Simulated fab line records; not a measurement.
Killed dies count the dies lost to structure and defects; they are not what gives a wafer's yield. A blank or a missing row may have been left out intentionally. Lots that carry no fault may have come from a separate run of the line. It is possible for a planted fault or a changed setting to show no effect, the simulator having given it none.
Struck lot and sound lot, side by side :: flow nand harc :: 14 steps out of a route of 1159
Sound: these wafers, L744.1, L744.2, L744.6. The struck wafers were L751.2, L751.5, L751.6. At the end, the cause is stated.
Each step with rows lists, per side, the tool, then ch with its chambers, then its first start. Under that, the readings that differ: sound wafers :: struck wafers :: difference of the means :: sigmas: that difference in standard deviations of wafers without a fault.
alike: readings with means less than 2 such deviations apart, plus words and numbers identical on both sides. not compared: withheld readings, readings lacking a value on some wafer, bounds such as >300 that could conceal the same value, and numbers that have no deviation in the record and whose values overlap.
A row with sigmas, a row that says differs or no value, or rows on one side alone: a step with any of these is where the two part. When numbers do not overlap yet have no deviation, they are printed without sigmas and do not part them. A reading missing from all wafers of one side parts the sides only when that side holds two or more wafers.

NHARC_P_M1_CMP_23: polishes, t overpolish 20 s, target thk 157.82 nm.
  sound on cmp-03 ch 0,2,3, day 7 07:56; struck on cmp-01 ch 0,1,2, day 9 11:31
  alike: motor current A, retaining ring pressure frac, time to endpoint s
NHARC_P_M1_THK_MEAS_24: measures by xrf.
  sound on film metro-02 at day 7 08:13; struck on film metro-02 at day 9 11:45
  alike: thk nm
after that, 1 step had no rows for these wafers: NHARC_P_M1_SRD_25.
NHARC_P_M1_INSPECT_27:
  sound on defect inspect-01 at day 7 08:23; struck on defect inspect-01 at day 9 11:55
  alike: raw defect count
NHARC_P_M1_PRE_CLEAN_32: time 12 s.
  sound on pecvd-01 ch 0,2, day 7 08:28; struck on pecvd-01 ch 0,1,2, day 9 12:00
  alike: heater power w, susceptor temp C
NHARC_P_M1_DEP_33: deposits SiCN, target thk 30 nm.
  sound on pecvd-01 ch 0,2, day 7 08:32; struck on pecvd-01 ch 0,1,2, day 9 12:08
  alike: heater power w, susceptor temp C
then, 5 steps without rows for these wafers: NHARC_P_M2_DEP_00 (deposits SiOC, target thk 182.5 nm); NHARC_P_M2_DEHYDRATE_01 (time 120 s); NHARC_P_M2_HMDS_02 (time 30 s); NHARC_P_M2_COAT_34 (time 65 s); NHARC_P_M2_COAT_03 (resist thk 90 nm).
NHARC_P_M2_SOFTBAKE_04: time 55 s.
  sound on litho track-04 ch 0, day 7 09:00; struck on litho track-04 ch 0, day 9 12:00
reading: heater power total W (W)
sound: 188.40 188.56 188.37
struck: 212.59 212.57 212.63
difference: +24.15
sigmas: +99 or more
  alike: resist line temp C
after that, 1 step had no rows for these wafers: NHARC_P_M2_EBR_05.
-- record jumps: 14 days between struck wafers' starts before vs after; left off in module P_M2, resumes in module END, first step shown is number 1159 of the route --
NHARC_END_SORT_01:
  sound on prober-02 ch 0, day 20 07:35; struck on prober-02 ch 0, day 23 01:22
  alike: defect limited yield, killed at array, killed at other, killed at periphery, killed dies, killed open, killed short, sort_bin_2_pct, sort_bin_3_pct, sort_bin_4_pct, sort n pass, sort rim yield pct, sort yield pct

== WHERE THEY PART ==
NHARC_P_M2_SOFTBAKE_04 only, going by this record. Later steps at which nothing parts them and some readings are alike: NHARC_END_SORT_01.

WHY: what had been put in by the simulator
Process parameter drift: litho track-04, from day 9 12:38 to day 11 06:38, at NHARC_P_M2_SOFTBAKE_04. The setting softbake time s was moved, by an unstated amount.
